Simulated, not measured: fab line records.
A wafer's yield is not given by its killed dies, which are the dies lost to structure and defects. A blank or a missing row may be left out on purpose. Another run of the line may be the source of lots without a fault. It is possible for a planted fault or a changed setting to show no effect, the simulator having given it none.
A struck lot beside a sound one | flow n5Finfet | 16 steps out of a route of 1938
Sound: the wafers L615.1, L615.3, L615.5. Wafers struck: L626.2, L626.5, L626.6. At the end, the cause is stated.
Order at every step that has rows: each side's tool, ch and its chambers, its first start. Under that, the readings that differ: sound wafers | struck wafers | difference of the means | sigmas: that difference in standard deviations of wafers without a fault.
alike: a reading whose means differ by less than 2 such deviations, as well as words and numbers matching on both sides. not compared: withheld readings; readings where some wafer has no value; bounds like >300 that might hide an equal value; numbers whose values overlap and for which the record gives no deviation.
A row with sigmas, a row that says differs or no value, or rows on one side alone: a step with any of these is where the two part. Non-overlapping numbers with no deviation appear without sigmas and do not part them. A reading that every wafer of one side lacks parts them only if that side has two wafers or more.

first, 9 steps without rows for these wafers: N5_FIN_CUT_DEVELOP_07 (develop time 30 s); N5_FIN_CUT_DESCUM_13 (chemistry O2, time 7 s); N5_FIN_CUT_ETCH_30 (etches underlayer in N2/H2, target depth 13 nm, time 10.4 s); N5_FIN_CUT_ETCH_20 (etches SiARC in CF4, target depth 26 nm, time 43.3 s); N5_FIN_CUT_ETCH_21 (etches SOC in N2/H2, target depth 219 nm, overetch 43.8 nm, time 523.5 s); N5_FIN_CUT_STRIP_23 (strips in N2/H2); N5_FIN_CUT_STRIP_31 (strips in N2/H2); N5_FIN_CUT_STRIP_24 (strips in CF4); N5_FIN_CUT_CUT_ETCH_26 (etches SiNx in CH3F/O2, target depth 39 nm, time 55.7 s).
N5_FIN_CUT_CUT_ETCH_27: etches SiO2 in CHF3/O2, target depth 4 nm, overetch 2 nm, time 4.9 s.
  sound on rieDiel-02 ch 0,1,3, day 3 10:54; struck on rieDiel-02 ch 0,2,3, day 6 03:43
  no value came back on the struck wafers for any of 7 readings (CHF3_flow_sccm (sccm), O2_flow_sccm (sccm) and others); on the sound wafers CHF3_flow_sccm (sccm) reads 50.18 50.11 49.66
reading                                 | sound           | struck            | difference | sigmas
model.SOC_of_FIN_CUT_COAT_18.thkNm (nm) | 206.6 206.2 207 | 212.4 212.2 211.8 | +5.5       | 
  not compared: rfHoursCounterH
then, 2 steps without rows for these wafers: N5_FIN_CUT_PRECLEAN_35 (cleans in vHF, time 13.3 s); N5_FIN_CUT_CUT_ETCH_15 (etches Si in HBr/Cl2/O2, target depth 100 nm, bt time 10 s, time 42.4 s).
N5_FIN_CUT_CUT_ETCH_28: etches Si in HBr/Cl2/O2, target depth 6 nm, time 2.4 s.
  sound on rieSi-02 ch 0,2,3, day 3 11:06; struck on rieSi-06 ch 0,3, day 6 03:56
reading                                 | sound             | struck            | difference | sigmas
oesProductAu (a.u.)                     | 0.982 0.986 0.966 | 1.027 0.994 1.023 | +0.037     | +3
model.SOC_of_FIN_CUT_COAT_18.thkNm (nm) | 166.2 167.4 167.4 | 172.8 173.6 172.6 | +6.0       | 
  alike: HBr_flow_sccm, O2_flow_sccm, drypumpMotorCurrentA, throttleValvePct
  not compared: rfHoursCounterH
then, 1 step without rows for these wafers: N5_FIN_CUT_STRIP_22 (strips in N2/H2).
N5_BEOL_M4_RC_MEAS_101:
  the record has rows for the sound wafers here (prober-01 ch 0, day 9 04:25) and none for the struck ones
-- record jumps: 11 days separate the struck wafers' starts on either side; left off in module BEOL_M4, taken up again in module PASSIVATION, whose first shown step is the route's number 1936 --
N5_PASSIVATION_PROBE_49:
  rows exist in the record for the struck wafers here (prober-02, day 16 16:20), but not for the sound ones

== WHERE THEY PART ==
Last at N5_PASSIVATION_PROBE_49 as far as this record goes, first at N5_FIN_CUT_CUT_ETCH_27.

WHY: what had been put in by the simulator
Step skipped in full: rieDiel-02, at N5_FIN_CUT_CUT_ETCH_27, from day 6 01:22 onward. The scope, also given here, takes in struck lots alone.
